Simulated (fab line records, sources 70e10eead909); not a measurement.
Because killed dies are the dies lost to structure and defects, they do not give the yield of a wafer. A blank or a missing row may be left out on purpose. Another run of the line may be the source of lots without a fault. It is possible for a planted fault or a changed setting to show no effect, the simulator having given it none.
A lot that was struck, set against a sound lot -- flow nandHarc -- 15 out of 1159 route steps
Sound: the wafers L510.1, L510.3, L510.6. Wafers L517.1, L517.4, L517.5 were the ones struck. The cause is given at the end.
At each step with rows: each side's tool, then ch and its chambers, then its first start. Under that, the readings that differ: sound wafers -- struck wafers -- difference of the means -- sigmas: that difference in standard deviations of wafers without a fault.
alike: same words and numbers on both sides, and readings whose means sit less than 2 such deviations apart. not compared: any withheld reading, any reading some wafer has no value for, any bound like >300 that may hide the same value, and any number with overlapping values for which the record gives no deviation.
Wherever a step has rows on one side only, a row that says differs or no value, or a row with sigmas, the two part there. When numbers do not overlap yet have no deviation, they are printed without sigmas and do not part them. Lack of a reading on every wafer of one side parts them only where that side has two or more wafers.

first, 7 steps without rows for these wafers: NHARC_A_BONDPAD_COAT_33 (time 65 s); NHARC_A_BONDPAD_COAT_03 (resist thk 600 nm); NHARC_A_BONDPAD_SOFTBAKE_04 (time 70 s); NHARC_A_BONDPAD_EBR_05; NHARC_A_BONDPAD_EXPOSE_06 (exposes mask A BPAD); NHARC_A_BONDPAD_PEB_07 (peb time 80 s); NHARC_A_BONDPAD_DEVELOP_08 (time 50 s).
NHARC_A_BONDPAD_CD_MEAS_09: target cd 500 nm.
  sound on cdSem-01 ch 0, day 19 22:20; struck on cdSem-03 ch 0, day 21 04:38
  alike: cdNm
NHARC_A_BONDPAD_OVL_MEAS_35:
  sound on overlay-01, day 19 22:26; struck on overlay-01, day 21 04:44
  alike: overlayXNm, overlayYNm
then, 1 step without rows for these wafers: NHARC_A_BONDPAD_HARDBAKE_10 (time 65 s).
NHARC_A_BONDPAD_DESCUM_11: chemistry O2, time 3 s.
  sound on rieDiel-03 ch 0,2, day 19 22:34; struck on rieDiel-03 ch 0,2, day 21 04:52
  alike: drypumpMotorCurrentA, o2FlowSccm, oesProductAu, rfVppV, showerheadPlenumPTorr, throttleValvePct
  not compared: rfHoursCounterH
NHARC_A_BONDPAD_ETCH_34: etches the open film in N2/H2, target depth 60 nm, overetch 18 nm, time 65.91 s.
  sound on rieDiel-03 ch 2,3, day 19 22:38; struck on rieDiel-03 ch 1,3, day 21 04:56
  alike: drypumpMotorCurrentA, h2FlowSccm, oesProductAu, rfFwdPowerW, rfVppV, showerheadPlenumPTorr, throttleValvePct
  not compared: rfHoursCounterH
NHARC_A_BONDPAD_ETCH_12: etches the open film in CHF3/O2, target depth 220 nm, time 110 s.
  sound on rieDiel-03 ch 1,2,3, day 19 22:45; struck on rieDiel-03 ch 2,3, day 21 05:04
reading,sound,struck,difference,sigmas
oesProductAu (a.u.),0.980 0.979 0.968,0.732 0.737 0.738,-0.240,-10
rfFwdPowerW (W),497.2 498.4 495.3,298.8 296.5 297.7,-199.3,-99 or more
  alike: drypumpMotorCurrentA, o2FlowSccm, rfVppV, showerheadPlenumPTorr, throttleValvePct
  not compared: rfHoursCounterH
NHARC_A_BONDPAD_CD_MEAS_13:
  sound on cdSem-03, day 19 22:52; struck on cdSem-03, day 21 05:13
  alike: cdNm
NHARC_END_SORT_01:
  the record has rows for the struck wafers here (prober-01 ch 0, day 22 15:13) and none for the sound ones

WHERE THEY PART
Earliest at NHARC_A_BONDPAD_ETCH_12; latest, in this record, at NHARC_END_SORT_01.

WHY: whatever the simulator had introduced
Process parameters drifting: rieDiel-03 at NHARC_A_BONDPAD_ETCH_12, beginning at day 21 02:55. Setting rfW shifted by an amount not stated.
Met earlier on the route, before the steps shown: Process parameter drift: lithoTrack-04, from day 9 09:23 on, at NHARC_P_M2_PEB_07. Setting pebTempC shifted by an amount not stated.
